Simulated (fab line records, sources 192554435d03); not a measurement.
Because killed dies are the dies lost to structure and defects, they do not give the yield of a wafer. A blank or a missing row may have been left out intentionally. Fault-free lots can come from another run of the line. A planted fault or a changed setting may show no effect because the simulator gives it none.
Chamber matching    flow n5Finfet    N5_MOL_CONTACT_COAG_ETCH_105 on rieDiel-06 has 4 sister chambers
The step etches SiARC in CF4, target depth 15.6 nm, time 26 s. 22 wafers are shown with their chamber, then 11 later ones without.

## WAFERS, EACH WITH ITS CHAMBER
wafer   chamber  drypumpMotorCurrentA (A)  throttleValvePct (%)  oesProductAu (a.u.)
L080.2  2        6.3                       15.94                 0.61
L080.3  0        5.8                       15.67                 0.64
L080.6  2        6.2                       15.93                 0.61
L082.2  1        5.5                       15.89                 0.63
L082.3  2        6.3                       15.95                 0.60
L082.5  1        5.4                       15.89                 0.64
L085.1  2        6.2                       15.96                 0.61
L085.2  1        5.4                       15.91                 0.63
L085.3  3        5.2                       15.39                 0.64
L086.1  0        5.8                       15.70                 0.64
L086.2  3        5.2                       15.38                 0.63
L086.3  2        6.3                       15.97                 0.59
L086.4  1        5.4                       15.93                 0.63
L086.5  0        5.8                       15.70                 0.64
L086.6  1        5.4                       15.91                 0.63
L087.1  3        5.2                       15.39                 0.63
L087.2  0        5.8                       15.71                 0.64
L087.3  1        5.4                       15.92                 0.63
L087.4  3        5.2                       15.39                 0.64
L087.5  0        5.8                       15.71                 0.64
L087.6  1        5.4                       15.93                 0.62
L091.2  3        5.2                       15.42                 0.62

SIGNATURES (means of the wafers above)
reading               chamber 0  chamber 1  chamber 2  chamber 3  scatter within a chamber
drypumpMotorCurrentA  5.800      5.414      6.260      5.200      0.0338
throttleValvePct      15.6980    15.9114    15.9500    15.3940    0.0161
oesProductAu          0.6400     0.6300     0.6040     0.6320     0.00667
Rule: for a wafer and a chamber, the distance is found by dividing, reading by reading, the gap between the wafer's reading and the chamber's mean by the reading's scatter, squaring, summing and taking the root. The wafer belongs to the nearest chamber; if the next one is less than 2 further off, it can't be placed. The scatter: the root of (the sum of the squares of (reading less its chamber's mean) over the shown wafers, divided by (wafers less chambers)).

## WAFERS WITH NO CHAMBER GIVEN
wafer   drypumpMotorCurrentA (A)  throttleValvePct (%)  oesProductAu (a.u.)
L091.3  5.8                       15.75                 0.63
L091.6  5.2                       15.41                 0.64
L092.1  5.8                       15.73                 0.63
L092.2  5.2                       15.43                 0.62
L092.5  5.4                       15.94                 0.62
L093.1  5.8                       15.74                 0.63
L093.2  6.3                       15.43                 0.84
L093.5  6.2                       15.45                 0.84
L097.1  5.2                       15.44                 0.61
L097.4  6.2                       15.44                 0.81
L097.6  5.4                       15.97                 0.61

## WHICH CHAMBER EACH ONE RAN IN
wafer    from the rows above   in truth
L091.3   0                     0
L091.6   3                     3
L092.1   0                     0
L092.2   3                     3
L092.5   1                     1
L093.1   0                     0
L093.2   0                     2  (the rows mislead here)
L093.5   0                     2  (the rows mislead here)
L097.1   3                     3
L097.4   0                     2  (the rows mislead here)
L097.6   1                     1
Correctly placed: 8 of 11. Can't be placed from these rows: 0. Wrongly placed: 3.
